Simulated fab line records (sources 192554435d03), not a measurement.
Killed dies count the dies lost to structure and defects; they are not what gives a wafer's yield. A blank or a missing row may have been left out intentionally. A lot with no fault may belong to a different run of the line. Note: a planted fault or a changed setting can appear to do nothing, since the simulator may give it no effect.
Chamber matching | flow n5 finfet | rie diel-02 running N5_SDB_DESCUM_16: 4 sister chambers
The step chemistry O2, time 7.9 s. 4 wafers are shown with their chamber, then 12 later ones without.

== EACH WAFER AND ITS CHAMBER ==
wafer  | chamber | drypump motor current A (A)
L084.2 | 2       | 5.8
L085.5 | 0       | 5.8
L086.3 | 1       | 5.6
L086.4 | 3       | 4.8

== WAFERS WHOSE CHAMBER IS MISSING ==
wafer  | drypump motor current A (A)
L090.3 | 5.8
L090.5 | 5.8
L090.6 | 4.7
L092.1 | 4.7
L092.3 | 5.6
L092.6 | 5.7
L094.1 | 5.8
L094.2 | 4.7
L094.6 | 5.7
L096.1 | 5.8
L096.2 | 5.6
L096.6 | 5.6

== EACH ONE'S CHAMBER ==
wafer  | from the rows above          | in truth
L090.3 | can't be placed: 0 or 2      | 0
L090.5 | can't be placed: 0 or 2      | 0
L090.6 | 3                            | 3
L092.1 | 3                            | 3
L092.3 | 1                            | 1
L092.6 | can't be placed: 0 or 2 or 1 | 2
L094.1 | can't be placed: 0 or 2      | 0
L094.2 | 3                            | 3
L094.6 | can't be placed: 0 or 2 or 1 | 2
L096.1 | can't be placed: 0 or 2      | 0
L096.2 | 1                            | 1
L096.6 | 1                            | 1
6 of 12 placed correctly. These rows do not allow placing 6 (true chamber among the candidates in 6). Wrongly placed: 0.
How it was worked out, from the rows above alone: a wafer's distance from a chamber is the root of the sum, over the readings, of the square of ((its reading less the chamber's mean) divided by the reading's scatter). If the next closest chamber is less than 2 further off than the closest, the wafer can't be placed; otherwise it belongs to the closest. Each chamber's mean is taken over the wafers shown for it. The scatter (one wafer shown for each chamber): square how far every hidden wafer sits from the nearest shown wafer, average those squares and take the square root.
